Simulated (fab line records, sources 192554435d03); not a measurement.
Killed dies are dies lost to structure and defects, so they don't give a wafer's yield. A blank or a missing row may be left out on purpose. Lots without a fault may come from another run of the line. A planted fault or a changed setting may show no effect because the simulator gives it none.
fab line records | flow n5_finfet
record lots=4 wafers=12 last_day=17
route steps=1938 shown PMOS_HMC_CHANNEL_EPI@84 FIN_SAQP@90 FIN_CUT@165 BEOL_M4@1111 PASSIVATION@1936
lots that met no fault: from a run of the same line without faults
start_h: hours from the record's first day to the start of the lot's first wafer shown | wait_h: hours since the lot's step before | " the same as in the row above | L1.1+2: a row that stands for several wafers | - no value, or no start given | * or withheld: withheld | < > ~ a bound
route shown NAME@n: a module of which the file shows steps, and the number in the route of the first | usual: mean/standard deviation of fault-free wafers | same: alike in all rows | chamber/n: place in a boat | sites: the reading at each site | _std_site: their standard deviation | _edge_site: outer sites' mean less inner sites' | radius_mm: how far each site lies from the wafer's centre | mask NAME#n: copy n | behind: the tool/chamber that last shaped the wafer | hold: why the lot was held/for how many hours/how that ended | device: the transistor (n, p or np) that didn't switch | end of line: the same wafers' tests at the end of the route | a step without rows: its recipe alone | killed: dies lost to structure and defects at the first sort, not the wafer's yield | map: a wafer's dies, x killed, . not, _ none there
set.NAME: the setting as run; set.NAME@STEP: as run at that earlier step | model.NAME: the simulator's own value behind a step, which no gauge read
lots at some steps of the route; a table a step, a row a wafer
services: from which hour (start_h, from the record's first day; less than 0 if before it) a tool's chamber was out of use, for how many hours, and why
## steps
# step N5_PMOS_HMC_CHANNEL_EPI_PRECLEAN_37
# recipe chemistry=O3/DIW time_s=45 temp_c=22 o3_ppm=10
# step N5_PMOS_HMC_CHANNEL_EPI_PRECLEAN_24
# recipe chemistry=DHF time_s=30 temp_c=25 dilution=withheld
# step N5_PMOS_HMC_CHANNEL_EPI_SRD_25
# recipe dry=ipa_marangoni do_ppb=5 time_s=30 temp_c=23 rinse_liquid=diw
# step N5_PMOS_HMC_CHANNEL_EPI_EPI_26
# recipe material=Si target_thk_a=38 temp_c=650 precursor=SiH4/H2 pressure_torr=20 time_s=22.7
# step N5_FIN_SAQP_PRECLEAN_42
# recipe chemistry=O3/DIW time_s=60 temp_c=22 o3_ppm=10
# step N5_FIN_SAQP_PRECLEAN_00
# recipe chemistry=SC1 time_s=60 temp_c=55 mix=1:2:50
# step N5_FIN_SAQP_PRECLEAN_44
# recipe chemistry=SC2 time_s=45 temp_c=35 mix=1:1:50
# step N5_FIN_SAQP_SRD_01
# recipe dry=ipa_marangoni time_s=30 temp_c=23 rinse_liquid=diw
# step N5_FIN_SAQP_ALD_61
# recipe material=SiO2 target_thk_a=40 temp_c=300 ald_precursor_family=BDEAS ald_co_reactant=O2-plasma pulse_time_s=1 purge_time_s=2 co_reactant_purge_time_s=2 ald_cycles=43 pressure_torr=2
# step N5_FIN_SAQP_DENSIFY_62
# recipe temp_c=700 time_s=60 ambient=N2 idle_temp_c=600 ramp_up_c_per_s=150 ramp_down_c_per_s=60 cool_to_c=600
# step N5_FIN_SAQP_HM_DEP_03
# recipe material=SiNx target_thk_a=380 temp_c=400 precursor=SiH4/NH3/N2 pressure_torr=1.5 rf_w=300 time_s=33.6
# usual heater_power_w=674/77 showerhead_plenum_p_Torr=5.14/0.057 throttle_valve_pct=40.2/1.7
# columns lot.wafer tool chamber start_h wait_h heater_power_w showerhead_plenum_p_Torr since_wet_clean_h throttle_valve_pct
L971.2 pecvd-01 2 20.45 0.2 593 5.19 333 39.3
L971.4 " 1 " " 536 5.16 - 39.8
L971.6 " 0 " " 632 5.16 - 39.8
L976.1 pecvd-01 1 50.56 0.2 597 5.15 1842 39.7
L976.4 " 2 " " 548 5.19 - 39.4
L976.6 " 0 " " 554 5.15 - 39.7
L979.1 pecvd-01 2 69.18 0.2 595 5.20 382 39.3
L979.2 " 0 " " 659 5.16 1136 39.8
L979.6 " 2 " " 587 5.20 - 39.3
L993.3 pecvd-02 1 153.24 0.1 708 5.19 1582 40.9
L993.4 " 2 " " 765 5.17 - 36.4
L993.5 " 0 " " 769 5.00 - 41.7
# step N5_FIN_SAQP_PECVD_47
# recipe material=a-Si target_thk_a=450 temp_c=400 precursor=SiH4/He pressure_torr=3 rf_w=100 time_s=36.3
# step N5_FIN_SAQP_PECVD_48
# recipe material=SiNx target_thk_a=250 temp_c=400 precursor=SiH4/NH3/N2 pressure_torr=1.5 rf_w=300 time_s=22.1
# step N5_FIN_SAQP_PECVD_06
# recipe material=a-Si target_thk_a=600 temp_c=400 precursor=SiH4/He pressure_torr=3 rf_w=100 time_s=48.1
# step N5_FIN_SAQP_HM_DEP_72
# recipe material=SiO2 target_thk_a=120 temp_c=400 precursor=SiH4/N2O pressure_torr=0.75 rf_w=275 time_s=7.2
# step N5_FIN_SAQP_COAT_49
# recipe resist=SOC temp_c=250 time_s=60 spin_rpm=1500 resist_thk_nm=100
# step N5_FIN_SAQP_COAT_50
# recipe resist=SiARC temp_c=220 time_s=60 spin_rpm=1500 resist_thk_nm=35
# step N5_FIN_SAQP_COAT_10
# recipe resist=CAR-ArF spin_rpm=1500 resist_thk_nm=90
# step N5_FIN_SAQP_EBR_12
# recipe solvent=PGMEA ebr_width_mm=1.5
# step N5_FIN_SAQP_SOFTBAKE_11
# recipe temp_c=110 time_s=60 resist=CAR-ArF
# step N5_FIN_SAQP_EXPOSE_13
# recipe mask_id=FIN_CORE na=1.35 source_shape=dipole sigma_inner=0.538 sigma_outer=0.738 polarization=te target_cd_nm=35.6 dose_mj=63.25
# step N5_FIN_SAQP_PEB_14
# recipe peb_temp_c=withheld peb_time_s=60 resist=CAR-ArF
# step N5_FIN_SAQP_DEVELOP_15
# recipe develop_time_s=30 developer=TMAH resist=CAR-ArF dev_temp_c=23 rinse_liquid=diw dry=air_spin
# step N5_FIN_SAQP_INSPECT_18
# recipe mode=adi inspect_instrument=brightfield
# usual raw_defect_count=429/120
# columns lot.wafer tool chamber start_h wait_h raw_defect_count
L971.2 defect_inspect-01 - 21.19 0.0 375
L971.4 " - " " 486
L971.6 " - " " 359
L976.1 defect_inspect-01 - 51.35 0.0 1048
L976.4 " - " " 1028
L976.6 " - " " 1298
L979.1 defect_inspect-02 - 70.02 0.0 1611
L979.2 " - " " 1187
L979.6 " - " " 1062
L993.3 defect_inspect-01 - 154.08 0.0 337
L993.4 " - " " 566
L993.5 " - " " 413
# step N5_FIN_SAQP_DESCUM_21
# recipe chemistry=O2 time_s=7.9 source_power_w=50 bias_power_w=20 pressure_mtorr=20 rf_frequency_hz=2.712e+07 temp_c=40 resist=CAR-ArF o2_flow_sccm=225
# step N5_FIN_SAQP_ETCH_51
# recipe chemistry=CF4 target=SiARC target_depth_a=455 mask_material=CAR-ArF time_s=75.8 ion_energy_ev=80 pressure_mtorr=40 source_w=545 bias_w=36 Ar_flow_sccm=100 cf4_flow_sccm=100 ends=cleared
# step N5_FIN_SAQP_ETCH_52
# recipe chemistry=N2/H2 target=SOC target_depth_a=1000 overetch_a=200 mask_material=SiARC temp_c=40 time_s=150 ion_energy_ev=200 pressure_mtorr=30 source_w=840 bias_w=150 n2_flow_sccm=200 h2_flow_sccm=200 ends=end_point
# step N5_FIN_SAQP_STRIP_53
# recipe chemistry=N2/H2 temp_c=40 n2_flow_sccm=200 h2_flow_sccm=200 rf_frequency_hz=6e+07
# step N5_FIN_SAQP_HM_OPEN_73
# recipe chemistry=CHF3/O2 target=SiO2 stop_on=a-Si target_depth_a=120 over_etch_frac=1.8 mask_material=SOC time_s=16.8 pressure_mtorr=30 source_w=650 bias_w=170 Ar_flow_sccm=200 CHF3_flow_sccm=50 O2_flow_sccm=5 ion_energy_ev=200 ends=end_point
# step N5_FIN_SAQP_STRIP_74
# recipe chemistry=CHF3/O2 resist=SiARC rf_frequency_hz=6e+07
# step N5_FIN_SAQP_MANDREL_ETCH_22
# recipe target_depth_a=600 chemistry=HBr/Cl2 target=a-Si stop_on=SiNx bt_time_s=10 over_etch_frac=0.5 time_s=30 pressure_mtorr=10 icp_w=800 bias_w=75 HBr_flow_sccm=150 Cl2_flow_sccm=80 ends=end_point
# step N5_FIN_SAQP_STRIP_55
# recipe chemistry=N2/H2 power_w=500 temp_c=40 pressure_mtorr=50 rf_frequency_hz=6e+07 overash_fraction=0.3 bias_power_w=28 h2_frac=0.5 n2_flow_sccm=300 h2_flow_sccm=300
# step N5_FIN_SAQP_STRIP_23
# recipe chemistry=SPM time_s=750 temp_c=130 h2so4_h2o2_vol_ratio=4
# step N5_FIN_SAQP_SRD_66
# recipe dry=ipa_marangoni time_s=30 temp_c=23 rinse_liquid=diw
# step N5_FIN_SAQP_RECESS_75
# recipe chemistry=HF/NH3 target=SiO2 target_depth_a=144 afs_cycles=3 temp_c=30 sublimation_temp_c=180 sublimation_time_s=60
# step N5_FIN_SAQP_SPACER1_ALD_24
# recipe material=SiO2 target_thk_a=203 temp_c=300 ald_precursor_family=BDEAS ald_co_reactant=O2-plasma pulse_time_s=1 purge_time_s=2 co_reactant_purge_time_s=2 ald_cycles=218 pressure_torr=2
# step N5_FIN_SAQP_INSPECT_40
# recipe inspect_instrument=brightfield mode=aei
# usual raw_defect_count=227/70
# columns lot.wafer tool chamber start_h wait_h raw_defect_count
L971.2 defect_inspect-02 - 25.55 0.0 139
L971.4 " - " " 214
L971.6 " - " " 231
L976.1 defect_inspect-02 - 55.82 0.0 856
L976.4 " - " " 903
L976.6 " - " " 924
L979.1 defect_inspect-01 - 76.57 0.0 971
L979.2 " - " " 919
L979.6 " - " " 878
L993.3 defect_inspect-01 - 159.76 0.0 305
L993.4 " - " " 155
L993.5 " - " " 301
# step N5_FIN_CUT_INSPECT_10
# recipe mode=adi inspect_instrument=brightfield
# usual raw_defect_count=42/11
# columns lot.wafer tool chamber start_h wait_h raw_defect_count
L971.2 defect_inspect-01 - 26.06 0.0 32
L971.4 " - " " 39
L971.6 " - " " 40
L976.1 defect_inspect-02 - 56.34 0.1 773
L976.4 " - " " 780
L976.6 " - " " 806
L979.1 defect_inspect-02 - 77.09 0.1 784
L979.2 " - " " 733
L979.6 " - " " 753
L993.3 defect_inspect-01 - 160.28 0.0 52
L993.4 " - " " 19
L993.5 " - " " 48
# step N5_BEOL_M4_RC_MEAS_101
# usual DIBL_N=36.3/1.2 DIBL_P=36.7/1.5 IOFF_N=0.164/0.02 IOFF_P=0.214/0.024 ION_N=673/8.5 ION_P=461/5.9 SS_N=71.6/0.44 SS_P=73.3/0.55 VT_N=249.4/2.4 VT_P=-250.0/2.3
# columns lot.wafer tool chamber start_h wait_h DIBL_N[mV/V] DIBL_P[mV/V] IOFF_N[nA/um] IOFF_P[nA/um] ION_N[uA/um] ION_P[uA/um] SS_N[mV/dec] SS_P[mV/dec] VT_N[mV] VT_P[mV]
L971.2 prober-01 0 158.24 0.2 35.1 35.1 0.145 0.184 670 460 71.3 73.2 251.1 -252.7
L971.4 " 0 " " 37.0 37.0 0.173 0.213 679 459 72.0 72.8 249.2 -248.5
L971.6 " 0 " " 33.9 33.9 0.127 0.173 668 459 71.4 72.7 253.1 -251.3
L976.1 prober-01 0 205.52 0.0 36.2 36.5 0.157 0.238 679 466 71.6 73.2 245.6 -245.9
L976.4 " 0 " " 36.4 36.6 0.157 0.240 678 471 71.6 73.6 247.3 -247.6
L976.6 " 0 " " 39.1 39.8 0.214 0.295 692 475 72.5 73.6 248.0 -244.1
L979.1 prober-01 0 233.70 0.0 35.2 36.6 0.156 0.211 676 465 70.9 72.7 247.4 -249.8
L979.2 " 0 " " 35.7 36.8 0.159 0.204 677 457 71.3 73.1 248.4 -252.8
L979.6 " 0 " " 35.8 37.0 0.169 0.213 676 459 71.2 72.8 249.8 -250.5
L993.3 prober-02 0 303.10 0.3 37.8 37.9 0.176 0.228 681 468 71.1 72.6 248.3 -247.1
L993.4 " 0 " " 37.9 38.0 0.180 0.226 679 464 72.1 73.4 246.9 -251.0
L993.5 " 0 " " 38.6 39.1 0.198 0.242 687 467 72.2 73.1 246.9 -250.7
# step N5_PASSIVATION_PROBE_49
# usual defect_limited_yield=91.2/1.5 killed_at_M0_to_M3=35/11 killed_at_M4_up=13/5.6 killed_at_contacts=13/6.3 killed_at_front_end=38/12 killed_at_other=3.7/2.9 killed_dies=104/18 killed_on_rim=14/3.8 killed_open=69/13 killed_short=34/8.3 sort_bin_5_function=5.2/0.95 sort_bin_6_memory=3.3/0.68 sort_n_pass=1076/18 sort_yield_pct=91.2/1.5
# same gross_dies=1180 killed_at_back_side=0 sort_bin_4_leakage[%]=0 sort_bin_8_speed[%]=0
# columns lot.wafer tool chamber start_h wait_h defect_limited_yield[%] killed_at_M0_to_M3 killed_at_M4_up killed_at_contacts killed_at_front_end killed_at_other killed_dies killed_on_rim killed_open killed_short sort_bin_5_function[%] sort_bin_6_memory[%] sort_n_pass sort_yield_pct[%]
L971.2 prober-02 - 244.72 0.1 93.2 28 8 9 31 4 80 10 48 32 4.0 2.5 1100 93.2
L971.4 prober-02 - 244.82 0.2 93.1 22 8 14 32 5 81 10 53 25 4.7 2.1 1099 93.1
L971.6 prober-02 - 244.92 0.3 94.0 21 9 4 30 7 71 14 46 24 3.9 1.9 1109 94.0
L976.1 prober-01 - 311.51 0.0 86.3 22 15 21 101 3 162 35 61 33 7.9 3.8 1018 86.3
L976.4 prober-01 - 311.66 0.2 79.5 45 17 17 160 3 242 37 72 37 13.1 4.5 938 79.5
L976.6 prober-01 - 311.76 0.3 83.8 40 18 11 122 0 191 36 64 30 9.6 4.2 989 83.8
L979.1 prober-01 - 333.56 0.0 82.5 20 16 14 152 5 207 22 48 34 11.3 3.4 973 82.5
L979.2 prober-01 - 333.61 0.1 85.8 21 10 12 118 7 168 28 53 29 7.5 4.1 1012 85.8
L979.6 prober-01 - 333.81 0.3 83.0 8 15 13 162 3 201 23 44 27 10.8 3.0 979 83.0
# killed by level:class
L971.2 BEOL_M3:geometric_particle:open=12 STI_FIN_REVEAL:geometric_particle:open=7 MOL_CONTACT_COAG:geometric_particle:open=7 BEOL_M0_SAQP:geometric_particle:short=5 BEOL_M0_SAQP:geometric_particle:open=5 BEOL_M6:geometric_particle:open=4 STARTING-WAFER:geometric_particle:open=4 STARTING-WAFER:geometric_particle:short=4
L971.4 MOL_CONTACT_COAG:geometric_particle:open=10 BEOL_M2:geometric_particle:open=8 BEOL_M0_SAQP:geometric_particle:open=7 STI_FIN_REVEAL:geometric_particle:open=6 DUMMY_GATE:geometric_particle:open=5 STARTING-WAFER:geometric_particle:short=5 FIN_SAQP:geometric_particle:open=3 MOL_CONTACT_COAG:geometric_particle:short=3
L971.6 BEOL_M2:geometric_particle:open=11 FIN_SAQP:geometric_particle:open=7 FIN_SAQP:geometric_particle:short=4 STI_FIN_REVEAL:geometric_particle:open=4 STARTING-WAFER:geometric_particle:short=4 ILD0:geometric_particle:short=3 GATE_CUT:geometric_particle:open=3 MOL_CONTACT_COAG:geometric_particle:open=3
L976.1 FIN_SAQP:unspecified=66 MOL_CONTACT_COAG:geometric_particle:open=14 FIN_SAQP:geometric_particle:short=7 FIN_SAQP:geometric_particle:open=7 BEOL_M5:geometric_particle:open=7 STI_FIN_REVEAL:geometric_particle:open=6 MOL_CONTACT_COAG:geometric_particle:short=6 DUMMY_GATE:geometric_particle:open=5
L976.4 FIN_SAQP:unspecified=129 BEOL_M0_SAQP:geometric_particle:short=13 MOL_CONTACT_COAG:geometric_particle:open=12 BEOL_M1:geometric_particle:open=12 BEOL_M0_SAQP:geometric_particle:open=8 FIN_SAQP:geometric_particle:open=7 STI_FIN_REVEAL:geometric_particle:open=6 FIN_SAQP:geometric_particle:short=4
L976.6 FIN_SAQP:unspecified=91 STI_FIN_REVEAL:geometric_particle:open=9 FIN_SAQP:geometric_particle:short=8 MOL_CONTACT_COAG:geometric_particle:open=8 BEOL_M1:geometric_particle:open=8 BEOL_M3:geometric_particle:open=8 BEOL_M0_SAQP:geometric_particle:open=7 BEOL_M0_SAQP:geometric_particle:short=6
L979.1 FIN_SAQP:unspecified=125 FIN_SAQP:geometric_particle:open=9 MOL_CONTACT_COAG:geometric_particle:open=9 BEOL_M0_SAQP:geometric_particle:open=6 MOL_CONTACT_COAG:geometric_particle:short=5 BEOL_M0_SAQP:geometric_particle:short=5 BEOL_M4:geometric_particle:open=4 STI_FIN_REVEAL:geometric_particle:open=3
L979.2 FIN_SAQP:unspecified=86 MOL_CONTACT_COAG:geometric_particle:open=10 STI_FIN_REVEAL:geometric_particle:open=7 BEOL_M0_SAQP:geometric_particle:open=7 BEOL_M4:geometric_particle:open=7 BEOL_M0_SAQP:geometric_particle:short=6 FIN_SAQP:geometric_particle:short=5 FIN_SAQP:geometric_particle:open=4
L979.6 FIN_SAQP:unspecified=128 MOL_CONTACT_COAG:geometric_particle:open=11 FIN_SAQP:geometric_particle:open=10 FIN_SAQP:geometric_particle:short=8 BEOL_M4:geometric_particle:open=5 BEOL_M0_SAQP:geometric_particle:short=4 GATE_CUT:geometric_particle:short=3 DUMMY_GATE:geometric_particle:open=2
# map L976.4 (x killed, . not)
_________________xx.xxxxxxxxx________________
______________...xxxxxxxx.xxxxx._____________
___________x.x...xxxxxxxxxxxxx.....__________
__________..x..xxxxxxxxxxxxxxxx....x_________
________.....x.x..xxxxxxxxxxxxxx.....x_______
_______x....x.x.xxxxxxxxxxxxxx.......x.______
______..........xxxxxxxxxxxxx.....x....._____
_____..x.......x..xxxxxxxxxxx.x..........____
____.......xx..xxxxxxxxxxxxxxx....x.......___
___......x.....x..xx.x.x.xx................__
___......xx.x...x.xxx.x....x...x...x......x__
__................x........................._
__........x.................x..............._
_...x.............................x..xx......
_......x..............x.x.....x...........x..
_..........x........x................x.......
_..............x.....................xx......
_.....................xx........x.......x....
_x....x......x............x..................
_......x.......x......x.....x...............x
_.........................................x..
__..............x...x...........x..x.....x.._
__..............x...x....x..............x..._
___......x....x................x..xxx..x...__
___.............x...x.............x......x.__
____x........x.......x..................xx___
_____.........x........................xx____
______x....xx....x..........x..x..x....._____
_______.......................xx.....xx______
________.....x..................x..x.._______
__________....x........x.......x...._________
___________........x.......x...x.x.__________
______________..x...xx.........._____________
_________________............________________
# map L979.1 (x killed, . not)
_________________xxxxxxx.xx..________________
______________x.xxxxxxxxxxxx...._____________
___________.....xxxxxxxxxxxxxx.....__________
__________......xxxxxxxxxxxxxx..x..._________
________.x.......xxxxxxxxxxxxxxx.....x_______
_______.........xxxxxxxxxxxxxxx........______
______..........xxxxxxxxxxxxx.....x.x..._____
_____............xxxxxxxxxxxx......x.....____
____............xx.xxxxxxx.x...xx..x....x.___
___..........x.....xx.xxxx.......x.........__
___x..........x....x...x.xx.....x..........__
__....x...x..........x....x................._
__....x..................xx................._
_.................x..........................
_............x..x............................
_.....................................x.....x
_...................x.....x..........x.......
_.....x..........xxx............x............
_................x.......x......x........x...
_......x.............x......x..........x.....
_..........x...............x.................
__....x..............x............x..x...x.._
__...................x.......x........x....x_
___..x.........x...............x.......x...__
___...........................x............__
____...x.....x....x..x..x..x.......x......___
_____x.....x.............................____
______..................x......x......x._____
_______......x.........x...............______
________.......x.....x......x........x_______
__________.....x..................x._________
___________........................__________
______________......x.x...x....._____________
_________________............________________
## services
# columns tool chamber start_h hours kind
pecvd-02 2 21.12 - clean
pecvd-02 2 21.12 - consumable_replace:showerhead
pecvd-02 2 21.12 29.0 scheduled_down
pecvd-02 2 21.12 29.0 vent_cycle
pecvd-02 0 50.25 3.6 repair
pecvd-02 0 92.22 3.7 repair
pecvd-02 1 133.74 5.5 scheduled_down
## key
first_sign step=N5_FIN_SAQP_INSPECT_18 reading=raw_defect_count direction=up sigmas=6.4 usual=429 struck=1206
effect step=N5_FIN_SAQP_INSPECT_40 reading=raw_defect_count direction=up sigmas=9.7 usual=227 struck=908
effect step=N5_FIN_CUT_INSPECT_10 reading=raw_defect_count direction=up sigmas=64 usual=42 struck=772
effect step=N5_PASSIVATION_PROBE_49 reading=killed_at_front_end direction=up sigmas=7.9 usual=38 struck=136
more_kills_born_at N5_FIN_SAQP_HM_DEP_03@pecvd-01=625
met_at N5_FIN_SAQP_HM_DEP_03
struck_wafers L976.1,L976.4,L976.6,L979.1,L979.2,L979.6
onset_between 20.45 50.56
fault kind=chamber_particle_source tool=pecvd-01 chamber=- onset_h=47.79 steps=N5_FIN_SAQP_HM_DEP_03 rate_per_visit_cm2=1.1569 end_h=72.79
